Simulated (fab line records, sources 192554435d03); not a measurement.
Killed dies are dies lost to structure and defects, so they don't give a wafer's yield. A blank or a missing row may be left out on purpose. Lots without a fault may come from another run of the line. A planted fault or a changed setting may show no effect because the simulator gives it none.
Split-lot experiment | flow n5_finfet | 7 lots, 39 wafers read, on a route of 1938 steps

THE SPLIT
At N5_DUMMY_GATE_EXPOSE_12 (exposes mask GATE, target cd 25 nm), the setting dose_mj was moved away from the recipe's 34 on 12 of the 39 wafers read, by -7.8% to +6.1%. The other wafers ran this setting at the recipe's value.

FROM THE SPLIT TO THE READING: what the file shows between them, 11 steps
- N5_DUMMY_GATE_PEB_13: peb time 60 s
- N5_DUMMY_GATE_DEVELOP_14: develop time 30 s
- N5_DUMMY_GATE_CD_MEAS_15: target cd 25.8 nm
- N5_DUMMY_GATE_STRIP_38: strips in N2/H2
- N5_DUMMY_GATE_STRIP_39: strips in N2/H2
- N5_DUMMY_GATE_TRIM_49: chemistry O2, time 29 s, target cd 14 nm
- N5_DUMMY_GATE_STRIP_40: strips in CF4
- N5_DUMMY_GATE_CD_MEAS_50: target cd 14 nm
- N5_DUMMY_GATE_ETCH_32: etches SiO2 in CF4, target depth 3.5 nm, time 3.9 s (also split here: time_s)
- N5_DUMMY_GATE_ETCH_23: etches poly-Si in HBr/Cl2/O2, target depth 41 nm, time 22.3 s
- N5_DUMMY_GATE_ETCH_44: etches poly-Si in HBr/O2, stops on SiO2, target depth 127.5 nm

THE READING
cd_nm, in nm, at N5_DUMMY_GATE_CD_MEAS_24 (target cd 15 nm). Fault-free wafers of this fab line usually give 15.1 nm, standard deviation 0.33 nm.

wafer  | tool, chamber at the split | dose_mj as run | against the recipe | cd_nm, nm | against lot-mates on the recipe
L074.1 | euv_scanner-01, 0          | 34             | recipe             | 14.7      | -
L074.2 | euv_scanner-01, 0          | 35.35          | +4.0%              | 14.1      | -0.9
L074.3 | euv_scanner-01, 0          | 34             | recipe             | 15.0      | -
L074.4 | euv_scanner-01, 0          | 35.35          | +4.0%              | 13.8      | -1.2
L074.5 | euv_scanner-01, 0          | 34             | recipe             | 15.2      | -
L074.6 | euv_scanner-01, 0          | 35.35          | +4.0%              | 13.8      | -1.2
L079.1 | euv_scanner-01, 0          | 31.36          | -7.8%              | 16.9      | +1.7
L079.2 | euv_scanner-01, 0          | 34             | recipe             | 15.3      | -
L079.3 | euv_scanner-01, 0          | 34             | recipe             | 15.1      | -
L079.4 | euv_scanner-01, 0          | 31.36          | -7.8%              | 16.9      | +1.7
L079.5 | euv_scanner-01, 0          | 31.36          | -7.8%              | 17.2      | +2.0
L079.6 | euv_scanner-01, 0          | 34             | recipe             | 15.2      | -
L083.1 | euv_scanner-01, 0          | 36.07          | +6.1%              | 14.1      | -1.0
L083.2 | euv_scanner-01, 0          | 34             | recipe             | 15.1      | -
L083.3 | euv_scanner-01, 0          | 36.07          | +6.1%              | 13.3      | -1.8
L083.4 | euv_scanner-01, 0          | 34             | recipe             | 15.2      | -
L083.5 | euv_scanner-01, 0          | 36.07          | +6.1%              | 13.4      | -1.7
L083.6 | euv_scanner-01, 0          | 34             | recipe             | 14.9      | -
L086.1 | euv_scanner-02, 0          | 34             | recipe             | 14.8      | -
L086.2 | euv_scanner-02, 0          | 33.32          | -2.0%              | 15.7      | +0.5
L086.3 | euv_scanner-02, 0          | 33.32          | -2.0%              | 15.5      | +0.3
L086.4 | euv_scanner-02, 0          | 34             | recipe             | 15.6      | -
L086.5 | euv_scanner-02, 0          | 34             | recipe             | 15.1      | -
L086.6 | euv_scanner-02, 0          | 33.32          | -2.0%              | 15.3      | +0.1
L092.1 | euv_scanner-01, 0          | 34             | recipe             | 14.4      | -
L092.2 | euv_scanner-01, 0          | 34             | recipe             | 15.2      | -
L092.3 | euv_scanner-01, 0          | 34             | recipe             | 15.0      | -
L092.4 | euv_scanner-01, 0          | 34             | recipe             | 15.1      | -
L092.5 | euv_scanner-01, 0          | 34             | recipe             | 15.4      | -
L092.6 | euv_scanner-01, 0          | 34             | recipe             | 14.9      | -
L096.1 | euv_scanner-01, 0          | 34             | recipe             | 15.1      | -
L096.2 | euv_scanner-01, 0          | 34             | recipe             | 15.1      | -
L096.3 | euv_scanner-01, 0          | 34             | recipe             | 14.6      | -
L096.4 | euv_scanner-01, 0          | 34             | recipe             | 15.1      | -
L096.5 | euv_scanner-01, 0          | 34             | recipe             | 14.7      | -
L096.6 | euv_scanner-01, 0          | 34             | recipe             | 14.6      | -
L097.1 | euv_scanner-01, 0          | 34             | recipe             | 15.3      | -
L097.4 | euv_scanner-01, 0          | 34             | recipe             | 14.8      | -
L097.5 | euv_scanner-01, 0          | 34             | recipe             | 15.6      | -

THE FIT
A straight line over all 39 wafers: cd_nm changes by -0.251 nm for each +1% of dose_mj; r = -0.94; the points scatter about the line by 0.28 nm.
The same after taking each lot's own level away (the mean of its wafers on the recipe; 39 wafers): -0.237 nm for each +1%; r = -0.94; scatter 0.26 nm.
On that fit, the largest move of dose_mj shifts the reading by 1.8 nm.
The lots' own levels span 14.87 to 15.23 nm, that is 1.1 times the standard deviation above.
So the lot-to-lot level changes the slope little: the two slopes agree.
Check: with one of the wafers moved furthest among these (-7.8%) left out of the fit, the line predicts +1.85 nm for it against its lot-mates. It came out at +1.7 nm against them.

OTHER SPLITS ON THESE WAFERS
These wafers also went through other splits before the reading. Each is held against what the fit with the lots' levels taken away leaves over:
other split on the same wafers    | wafers away from the commonest value | r with cd_nm (lot level and that fit taken away)
N5_FIN_SAQP_SPACER1_ALD_24 temp_c | 9                                    | -0.16
N5_DUMMY_GATE_ETCH_32 time_s      | 15                                   | +0.04

THE WHOLE CHAIN: every reading that the file lists as answering this split, in the file's order
step                     | what it does                                           | reading                                                           | change (the file's fit)               | r (the file's)
N5_DUMMY_GATE_CD_MEAS_15 | target cd 25.8 nm                                      | cd_nm                                                             | -0.182 nm for each +1% of the setting | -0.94
N5_DUMMY_GATE_TRIM_49    | chemistry O2, time 29 s, target cd 14 nm               | DUMMY_GATE.cd_nm (the simulator's own value, which no gauge read) | -0.197 nm for each +1% of the setting | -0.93
N5_DUMMY_GATE_CD_MEAS_50 | target cd 14 nm                                        | cd_nm                                                             | -0.175 nm for each +1% of the setting | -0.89
N5_DUMMY_GATE_CD_MEAS_24 | target cd 15 nm                                        | cd_nm                                                             | -0.24 nm for each +1% of the setting  | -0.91
N5_DUMMY_GATE_ETCH_42    | etches SiO2 in CHF3/O2, target depth 3.5 nm, time 31 s | DUMMY_GATE.cd_nm (the simulator's own value, which no gauge read) | -0.206 nm for each +1% of the setting | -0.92

THE FILE'S OWN FIT
cd_nm changes by -0.24 nm for each +1% of dose_mj, r = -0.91.
